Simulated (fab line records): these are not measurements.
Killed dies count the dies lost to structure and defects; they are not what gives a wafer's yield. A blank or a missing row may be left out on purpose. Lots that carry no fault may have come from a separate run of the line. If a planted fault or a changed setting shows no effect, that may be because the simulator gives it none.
2 desks, one fault || flow n5_finfet || each desk holds nothing but its own numbers, with what lay behind them at the end

## FROM THE METROLOGY DESK
What the gauges read for every lot (on any tool): the sampled wafers with a number, averaged. A lot is out of limits, marked OUT, if its mean lies more than 4 standard deviations from the usual mean; the brackets give that distance. Readings shown: 7 of its 11, picked as those furthest out on some lot.
Columns: A = cd_nm at N5_BEOL_M3_CD_MEAS_11, usual 16.99 nm; B = DIBL_P at N5_BEOL_M4_RC_MEAS_101, usual 36.0 mV/V; C = IOFF_N at N5_BEOL_M4_RC_MEAS_101, usual 0.160 nA/um; D = IOFF_P at N5_BEOL_M4_RC_MEAS_101, usual 0.22 nA/um; E = SS_P at N5_BEOL_M4_RC_MEAS_101, usual 73.3 mV/dec; F = VT_N at N5_BEOL_M4_RC_MEAS_101, usual 249.5 mV; G = VT_P at N5_BEOL_M4_RC_MEAS_101, usual -249.2 mV
{"lot": "L354", "first seen here": "day 7 11:21", "A": 17.03, "B": 38.1, "C": 0.200, "D": 0.26, "E": 74.2, "F": 246.5, "G": -247.3}
{"lot": "L359", "first seen here": "day 8 09:25", "A": 16.99, "B": 35.7, "C": 0.155, "D": 0.21, "E": 73.5, "F": 250.4, "G": -249.1}
{"lot": "L360", "first seen here": "day 8 11:09", "A": 16.69, "B": 33.4, "C": 0.129, "D": 0.18, "E": 73.0, "F": 254.7, "G": -254.1}
{"lot": "L362", "first seen here": "day 9 11:49", "A": 17.24, "B": 36.0, "C": 0.176, "D": 0.24, "E": 73.1, "F": 245.9, "G": -245.5}
{"lot": "L363", "first seen here": "day 10 15:04", "A": 16.90, "B": 37.2, "C": 0.163, "D": 0.23, "E": 73.4, "F": 248.9, "G": -249.0}
{"lot": "L368", "first seen here": "day 11 16:09", "A": 16.90, "B": 36.9, "C": 0.179, "D": 0.25, "E": 73.6, "F": 246.7, "G": -247.4}
{"lot": "L369", "first seen here": "day 11 16:30", "A": 16.96, "B": 36.9, "C": 0.183, "D": 0.24, "E": 73.4, "F": 247.6, "G": -247.4}
{"lot": "L370", "first seen here": "day 11 21:52", "A": 16.87, "B": 35.4, "C": 0.145, "D": 0.20, "E": 73.6, "F": 250.1, "G": -253.3}
{"lot": "L375", "first seen here": "day 12 18:07", "A": 16.68, "B": 36.3, "C": 0.162, "D": 0.23, "E": 73.3, "F": 247.0, "G": -246.6}
{"lot": "L376", "first seen here": "day 13 08:58", "A": 17.29, "B": 36.5, "C": 0.170, "D": 0.23, "E": 73.6, "F": 248.7, "G": -247.7}
Result from this desk: across the 10 lots, nothing is out of limits.

## AT THE TOOL OWNER'S DESK: litho_track-05
The tool's own readings at N5_BEOL_M3_COAT_61 (time 60 s, resist thk 60 nm): means of the sampled wafers that have a number, for each lot that ran on this tool. A lot is out of limits, marked OUT, if its mean lies more than 4 standard deviations from the usual mean; the brackets give that distance.
Columns: A = resist_line_temp_C at N5_BEOL_M3_COAT_61, usual 23.01 C; B = run_length_s at N5_BEOL_M3_COAT_61, usual 66.40 s
{"lot": "L359", "first seen here": "day 8 09:07", "A": 23.01, "B": 66.50}
{"lot": "L360", "first seen here": "day 8 10:53", "A": 22.91, "B": 66.36}
{"lot": "L362", "first seen here": "day 9 11:34", "A": 22.96, "B": "82.73 (+99 or more) OUT"}
{"lot": "L363", "first seen here": "day 10 14:40", "A": 23.05, "B": "77.22 (+99 or more) OUT"}
This desk's verdict: out of limits on L362, L363, starting with L362 at day 9 11:34 (run_length_s at N5_BEOL_M3_COAT_61). L359, L360 stayed within limits.

## TAKEN TOGETHER
On L362, L363, at day 9 11:34, an alarm was possible from the tool owner's desk.
The metrology desk saw nothing out of limits.
The metrology desk has L362, L363 on record, within its limits.
All the named lots went through N5_BEOL_M3_COAT_61 on litho_track-05.

## WHAT WAS PUT IN BY THE SIMULATOR
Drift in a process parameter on litho_track-05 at N5_BEOL_M3_COAT_61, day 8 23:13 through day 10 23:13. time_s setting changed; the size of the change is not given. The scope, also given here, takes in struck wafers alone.
Shown lots that were struck: L362, L363.
Delay in hours, fault start to first out-of-limits reading, by desk: the tool owner's desk at 12.
